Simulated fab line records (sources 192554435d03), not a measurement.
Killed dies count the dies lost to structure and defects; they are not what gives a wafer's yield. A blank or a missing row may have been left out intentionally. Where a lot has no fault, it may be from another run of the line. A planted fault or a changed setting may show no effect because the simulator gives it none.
Chamber matching / flow n5Finfet / N5_BEOL_M0_SAQP_STRIP_86 on rieDiel-04 has 4 sister chambers
The step strips in N2/H2. 16 wafers are shown with their chamber, then 8 later ones without.

## WAFERS PAIRED WITH THEIR CHAMBERS
wafer=L077.2; chamber=2; showerheadPlenumPTorr (Torr)=3.19; drypumpMotorCurrentA (A)=5.2; throttleValvePct (%)=18.4
wafer=L077.4; chamber=1; showerheadPlenumPTorr (Torr)=3.41; drypumpMotorCurrentA (A)=5.1; throttleValvePct (%)=18.9
wafer=L077.6; chamber=0; showerheadPlenumPTorr (Torr)=3.29; drypumpMotorCurrentA (A)=6.0; throttleValvePct (%)=18.8
wafer=L078.1; chamber=1; showerheadPlenumPTorr (Torr)=3.41; drypumpMotorCurrentA (A)=5.1; throttleValvePct (%)=18.9
wafer=L078.4; chamber=3; showerheadPlenumPTorr (Torr)=3.23; drypumpMotorCurrentA (A)=5.6; throttleValvePct (%)=19.2
wafer=L078.6; chamber=1; showerheadPlenumPTorr (Torr)=3.41; drypumpMotorCurrentA (A)=5.1; throttleValvePct (%)=18.9
wafer=L079.1; chamber=1; showerheadPlenumPTorr (Torr)=3.41; drypumpMotorCurrentA (A)=5.1; throttleValvePct (%)=18.9
wafer=L079.2; chamber=3; showerheadPlenumPTorr (Torr)=3.23; drypumpMotorCurrentA (A)=5.6; throttleValvePct (%)=19.2
wafer=L079.4; chamber=0; showerheadPlenumPTorr (Torr)=3.29; drypumpMotorCurrentA (A)=5.9; throttleValvePct (%)=18.9
wafer=L083.1; chamber=1; showerheadPlenumPTorr (Torr)=3.41; drypumpMotorCurrentA (A)=5.1; throttleValvePct (%)=18.9
wafer=L083.2; chamber=0; showerheadPlenumPTorr (Torr)=3.29; drypumpMotorCurrentA (A)=6.0; throttleValvePct (%)=18.9
wafer=L083.5; chamber=1; showerheadPlenumPTorr (Torr)=3.41; drypumpMotorCurrentA (A)=5.1; throttleValvePct (%)=18.9
wafer=L087.3; chamber=1; showerheadPlenumPTorr (Torr)=3.40; drypumpMotorCurrentA (A)=5.1; throttleValvePct (%)=18.9
wafer=L087.4; chamber=2; showerheadPlenumPTorr (Torr)=3.18; drypumpMotorCurrentA (A)=5.2; throttleValvePct (%)=18.4
wafer=L087.5; chamber=1; showerheadPlenumPTorr (Torr)=3.40; drypumpMotorCurrentA (A)=5.1; throttleValvePct (%)=18.9
wafer=L089.1; chamber=2; showerheadPlenumPTorr (Torr)=3.18; drypumpMotorCurrentA (A)=5.2; throttleValvePct (%)=18.4

SIGNATURES, as means of the wafers listed above
reading=showerheadPlenumPTorr; chamber 0=3.2900; chamber 1=3.4075; chamber 2=3.1833; chamber 3=3.2300; scatter within a chamber=0.00425
reading=drypumpMotorCurrentA; chamber 0=5.967; chamber 1=5.100; chamber 2=5.200; chamber 3=5.600; scatter within a chamber=0.0236
reading=throttleValvePct; chamber 0=18.867; chamber 1=18.900; chamber 2=18.400; chamber 3=19.200; scatter within a chamber=0.0236
Rule: a wafer lies at a distance from a chamber equal to the root of the sum of squares, over the readings, of (its reading less the chamber's mean, divided by the reading's scatter). The wafer belongs to the nearest chamber; if the next one is less than 2 further off, it can't be placed. The scatter: take each reading less its chamber's mean, square it, sum over the shown wafers, divide by the number of wafers less the number of chambers, and take the root.

## WAFERS WHOSE CHAMBER IS MISSING
wafer=L089.2; showerheadPlenumPTorr (Torr)=3.28; drypumpMotorCurrentA (A)=6.0; throttleValvePct (%)=18.9
wafer=L089.4; showerheadPlenumPTorr (Torr)=3.40; drypumpMotorCurrentA (A)=5.2; throttleValvePct (%)=18.9
wafer=L091.1; showerheadPlenumPTorr (Torr)=3.18; drypumpMotorCurrentA (A)=5.2; throttleValvePct (%)=18.4
wafer=L091.2; showerheadPlenumPTorr (Torr)=3.40; drypumpMotorCurrentA (A)=5.2; throttleValvePct (%)=18.9
wafer=L091.4; showerheadPlenumPTorr (Torr)=3.22; drypumpMotorCurrentA (A)=5.6; throttleValvePct (%)=19.2
wafer=L092.2; showerheadPlenumPTorr (Torr)=3.22; drypumpMotorCurrentA (A)=5.6; throttleValvePct (%)=19.2
wafer=L092.3; showerheadPlenumPTorr (Torr)=3.28; drypumpMotorCurrentA (A)=6.0; throttleValvePct (%)=18.9
wafer=L092.5; showerheadPlenumPTorr (Torr)=3.40; drypumpMotorCurrentA (A)=5.1; throttleValvePct (%)=19.0

## CHAMBER TAKEN BY EACH
wafer=L089.2; from the rows above=0; in truth=0
wafer=L089.4; from the rows above=1; in truth=1
wafer=L091.1; from the rows above=2; in truth=2
wafer=L091.2; from the rows above=1; in truth=1
wafer=L091.4; from the rows above=3; in truth=3
wafer=L092.2; from the rows above=3; in truth=3
wafer=L092.3; from the rows above=0; in truth=0
wafer=L092.5; from the rows above=1; in truth=1
Placed correctly: 8 of 8. Left unplaced by these rows: 0. 0 placed wrongly.
